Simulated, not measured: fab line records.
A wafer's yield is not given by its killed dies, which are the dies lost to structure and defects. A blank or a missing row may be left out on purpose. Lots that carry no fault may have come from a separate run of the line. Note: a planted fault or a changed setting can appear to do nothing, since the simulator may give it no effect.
Chamber matching ; flow n5_finfet ; 4 sister chambers for N5_BEOL_M0_SAQP_DESCUM_45 on rie_diel-02
The step chemistry O2, time 7 s. 8 wafers are shown with their chamber, then 8 later ones without.

== WAFERS PAIRED WITH THEIR CHAMBERS ==
wafer;chamber;drypump_motor_current_A (A);showerhead_plenum_p_Torr (Torr)
L082.5;2;6.0;2.19
L084.2;1;6.3;2.14
L084.4;3;5.8;2.02
L084.5;2;6.0;2.19
L090.2;0;5.7;2.06
L090.3;3;5.8;2.02
L090.6;1;6.3;2.13
L091.1;0;5.6;2.06

== WAFERS WITHOUT THEIR CHAMBER ==
wafer;drypump_motor_current_A (A);showerhead_plenum_p_Torr (Torr)
L091.3;6.0;2.18
L091.6;5.8;2.02
L093.3;6.0;2.18
L093.4;6.0;2.18
L093.5;5.8;2.02
L096.2;5.6;2.05
L096.3;5.8;2.01
L096.6;6.0;2.18

== WHICH CHAMBER EACH ONE RAN IN ==
wafer;from the rows above;in truth
L091.3;2;2
L091.6;3;3
L093.3;2;2
L093.4;2;2
L093.5;3;3
L096.2;0;0
L096.3;3;3
L096.6;2;2
8 of 8 placed correctly. Not placeable from these rows: 0. Number placed wrongly: 0.
How it was worked out, from the rows above alone: a wafer's distance from a chamber is the root of the sum, over the readings, of the square of ((its reading less the chamber's mean) divided by the reading's scatter). If the next closest chamber is less than 2 further off than the closest, the wafer can't be placed; otherwise it belongs to the closest. Each chamber's mean is taken over the wafers shown for it. The scatter: take each reading less its chamber's mean, square it, sum over the shown wafers, divide by the number of wafers less the number of chambers, and take the root.
